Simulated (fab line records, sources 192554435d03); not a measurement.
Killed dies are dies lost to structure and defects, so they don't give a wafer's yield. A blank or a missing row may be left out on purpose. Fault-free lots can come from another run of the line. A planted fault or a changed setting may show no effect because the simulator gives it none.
Which tool is to blame? | flow n5 finfet | 26 wafers from 9 lots sampled at 5 of the route's 1938 steps

## WHAT THE GAUGES SHOWED, per wafer
N5_BEOL_M4_RC_MEAS_101.
lot  | measured     | on        | DIBL_N (mV/V)
L787 | day 12 07:51 | prober-01 | 33.3 34.5
L789 | day 11 20:04 | prober-01 | 39.1 38.2 36.7
L793 | day 13 23:03 | prober-02 | 37.8 42.2 36.9
L794 | day 12 22:52 | prober-02 | 34.9 36.0 34.8
L804 | day 15 19:40 | prober-02 | 36.0 34.3 38.8
L805 | day 17 04:29 | prober-01 | 35.1 36.6 35.3
L806 | day 15 22:50 | prober-02 | 37.6 39.2 36.5
L808 | day 16 04:26 | prober-02 | 39.9 36.0 35.4
L809 | day 17 10:15 | prober-01 | 37.5 40.1 37.4

## WHICH TOOL RAN EACH LOT (tool, then ch and the chambers of the sampled wafers, then the start)
lot  | N5_DUMMY_GATE_ETCH_36             | N5_DUMMY_GATE_TRIM_49           | N5_DUMMY_GATE_STRIP_48            | N5_SPACER0_ALD_00
L787 | rie diel-02 ch 1,2, day 3 04:02   | rie si-04 ch 0,2, day 3 04:10   | rie diel-05 ch 0,3, day 3 04:54   | ald sin-03 ch 0,2, day 3 05:29
L789 | rie diel-05 ch 0,1,2, day 3 15:44 | rie si-05 ch 1,2,3, day 3 15:52 | rie diel-02 ch 0,1,2, day 3 16:36 | ald sin-02 ch 1,2, day 3 16:58
L793 | rie diel-05 ch 0,1, day 4 17:34   | rie si-02 ch 0,1,3, day 4 17:41 | rie diel-05 ch 0,1,2, day 4 18:25 | ald sin-01 ch 1,2,3, day 4 19:05
L794 | rie diel-06 ch 2,3, day 4 21:23   | rie si-02 ch 0,3, day 4 21:31   | rie diel-05 ch 2,3, day 4 22:15   | ald sin-03 ch 0,2, day 4 22:37
L804 | rie diel-05 ch 0,1,2, day 7 10:41 | rie si-04 ch 0,3, day 7 10:49   | rie diel-05 ch 1,3, day 7 11:41   | ald sin-02 ch 0,3, day 7 13:02
L805 | rie diel-05 ch 0,1,2, day 7 16:44 | rie si-02 ch 1,3, day 7 16:52   | rie diel-02 ch 0,3, day 7 17:40   | ald sin-01 ch 1,3, day 7 18:02
L806 | rie diel-02 ch 1,2,3, day 8 00:40 | rie si-05 ch 1,3, day 8 00:47   | rie diel-05 ch 0,1,3, day 8 01:38 | ald sin-02 ch 1,3, day 8 02:20
L808 | rie diel-06 ch 0,1,2, day 8 10:54 | rie si-04 ch 0,2,3, day 8 11:01 | rie diel-05 ch 0,1,2, day 8 11:56 | ald sin-01 ch 0,1,2, day 8 12:19
L809 | rie diel-05 ch 0,1,2, day 8 17:05 | rie si-02 ch 0,1,2, day 8 17:12 | rie diel-05 ch 0,1,2, day 8 18:03 | ald sin-01 ch 0,1, day 8 18:41
- N5_DUMMY_GATE_ETCH_36: etches SiARC in CF4, target depth 13 nm.
- N5_DUMMY_GATE_TRIM_49: chemistry O2, time 29 s, target cd 14 nm.
- N5_DUMMY_GATE_STRIP_48: strips in N2/H2, time 20 s.
- N5_SPACER0_ALD_00: deposits SiOCN, target thk 3.5 nm, pulse time 3 s, purge time 2 s.

## THE ANSWER, worked out from the rows above alone
Rule: the usual values come from the lots themselves. Put in order of their means at a reading, lots are off if they are a third of the lots or fewer, leave a main group of 4 or more, and stand apart from it by a gap of 3 or more times the standard deviation of the main group's means; of several such gaps the widest counts. A main group is skipped when, at the precision printed for the reading in the tables above, its means are all equal. Also off: a lot with no number at a reading for which 4 or more lots have one. Where the step has rows for the other lots, those lots are counted as sound.
Across all readings shown, no lot is off: no conclusion can be drawn from this.

## WHAT WAS PUT IN BY THE SIMULATOR
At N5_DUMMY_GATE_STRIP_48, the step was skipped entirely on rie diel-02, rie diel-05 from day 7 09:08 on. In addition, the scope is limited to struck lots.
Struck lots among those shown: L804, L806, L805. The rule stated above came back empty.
